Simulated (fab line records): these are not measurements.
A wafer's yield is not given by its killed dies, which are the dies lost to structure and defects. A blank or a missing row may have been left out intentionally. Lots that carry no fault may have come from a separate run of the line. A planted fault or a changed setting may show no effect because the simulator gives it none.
A struck lot beside a sound one -- flow n5-finfet -- 15 steps out of a route of 1938
Sound: wafers L752.1, L752.4, L752.6. Struck: wafers L766.4, L766.5 (left out: L766.3, a lot-mate that was not struck); the cause follows at the end.
Order at every step that has rows: each side's tool, ch and its chambers, its first start. Under that, the readings that differ: sound wafers -- struck wafers -- difference of the means -- sigmas: that difference in standard deviations of wafers without a fault.
alike: a reading whose means differ by less than 2 such deviations, as well as words and numbers matching on both sides. not compared: withheld readings; readings where some wafer has no value; bounds like >300 that might hide an equal value; numbers whose values overlap and for which the record gives no deviation.
The two part at a step that has a row with sigmas, a row that says differs or no value, or rows on one side only. When numbers do not overlap yet have no deviation, they are printed without sigmas and do not part them. Lack of a reading on every wafer of one side parts them only where that side has two or more wafers.

first, 2 steps without rows for these wafers: N5_FIN_SAQP_HM_OPEN_73 (chemistry CHF3/O2, target SiO2, stops on a-Si, target depth 12 nm, time 16.8 s); N5_FIN_SAQP_STRIP_74 (strips in CHF3/O2).
N5_FIN_SAQP_MANDREL_ETCH_22: etches a-Si in HBr/Cl2, stops on SiNx, target depth 60 nm, bt time 10 s, time 30 s.
  sound on rie-si-02 ch 0,2,3, day 1 23:44; struck on rie-si-06 ch 0,2, day 5 10:09
  alike: drypump-motor-current-A, oes-product-au, throttle-valve-pct
  not compared: rf-hours-counter-h
N5_FIN_SAQP_STRIP_55: strips in N2/H2.
  sound on rie-diel-01 ch 1,3, day 1 23:50; struck on rie-diel-05 ch 0,2, day 5 10:15
  alike: drypump-motor-current-A, oes-product-au, rf-vpp-V, showerhead-plenum-p-Torr, throttle-valve-pct
  not compared: rf-hours-counter-h
then, 2 steps without rows for these wafers: N5_FIN_SAQP_STRIP_23 (strips in SPM, time 750 s); N5_FIN_SAQP_SRD_66 (time 30 s).
N5_FIN_SAQP_RECESS_75: chemistry HF/NH3, target SiO2, target depth 14.4 nm, afs cycles 3, sublimation time 60 s.
  sound on vapor-etch-02 ch 0,1, day 2 01:04; struck on vapor-etch-01 ch 1, day 5 10:43
  alike: drypump-motor-current-A
then, 1 step without rows for these wafers: N5_FIN_SAQP_SPACER1_ALD_24 (deposits SiO2, target thk 20.3 nm, pulse time 1 s, purge time 2 s).
N5_FIN_SAQP_SPACER1_ETCHBACK_25: etches SiO2 in CHF3/O2, target depth 24.4 nm, time 12.2 s.
  sound on rie-diel-04 ch 0,2, day 2 02:10; struck on rie-diel-05 ch 2, day 5 11:43
  alike: O2_flow_sccm, drypump-motor-current-A, oes_ar_750_au, oes-product-au, rf-vpp-V, showerhead-plenum-p-Torr, throttle-valve-pct
  not compared: rf-hours-counter-h
then, 1 step without rows for these wafers: N5_FIN_SAQP_MANDREL1_REMOVE_56 (chemistry HBr/Cl2/O2, target a-Si, stops on SiNx, bt time 10 s).
N5_FIN_SAQP_CD_MEAS_27: the cd target is 20 nm.
  sound on cd-sem-03 ch 0, day 2 02:22; struck on cd-sem-02 ch 0, day 5 11:56
  alike: cd-nm
then, 1 step without rows for these wafers: N5_FIN_SAQP_ETCH_57 (etches SiNx in CH3F/O2, target depth 32.5 nm, time 46.4 s).
N5_FIN_SAQP_ETCH_65: etches SiO2 in CF4, target depth 4 nm, time 4.4 s.
  sound on rie-si-06 ch 0,3, day 2 02:32; struck on rie-si-06 ch 0,2, day 5 12:05
reading,sound,struck,difference,sigmas
oes-product-au (a.u.),0.998 1.002 0.999,0.783 0.789,-0.214,-18
model.etch.depth-nm (nm),4.082 4.014 4.049,2.68 2.507,-1.45,
  alike: drypump-motor-current-A, throttle-valve-pct
  not compared: rf-hours-counter-h
N5_FIN_SAQP_MANDREL_ETCH_58: etches a-Si in HBr/Cl2, stops on SiNx, target depth 45 nm, bt time 10 s, time 27 s.
  sound on rie-si-06 ch 0,3, day 2 02:34; struck on rie-si-06 ch 0,2, day 5 12:07
  alike: drypump-motor-current-A, oes-product-au, throttle-valve-pct
  not compared: rf-hours-counter-h
-- here the record skips 12 days between the struck wafers' starts before and after, leaving off in module FIN_SAQP and picking up in module PASSIVATION (first step shown: number 1936 of the route) --
N5_PASSIVATION_PROBE_49:
  struck on prober-01, day 17 16:40; sound on prober-01, day 13 13:12
  alike: killed_at_M0_to_M3, killed_at_M4_up, killed-at-contacts, killed-at-front-end, killed-at-other, killed-dies, killed-open, killed-short

== WHERE THEY PART ==
At N5_FIN_SAQP_ETCH_65 and nowhere else, as far as this record goes. Later steps at which nothing parts them and some readings are alike: N5_FIN_SAQP_MANDREL_ETCH_58, N5_PASSIVATION_PROBE_49.

WHY: what the simulator had put in
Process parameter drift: rie-si-06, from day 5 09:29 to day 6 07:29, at N5_FIN_SAQP_ETCH_65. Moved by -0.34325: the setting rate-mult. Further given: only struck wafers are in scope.
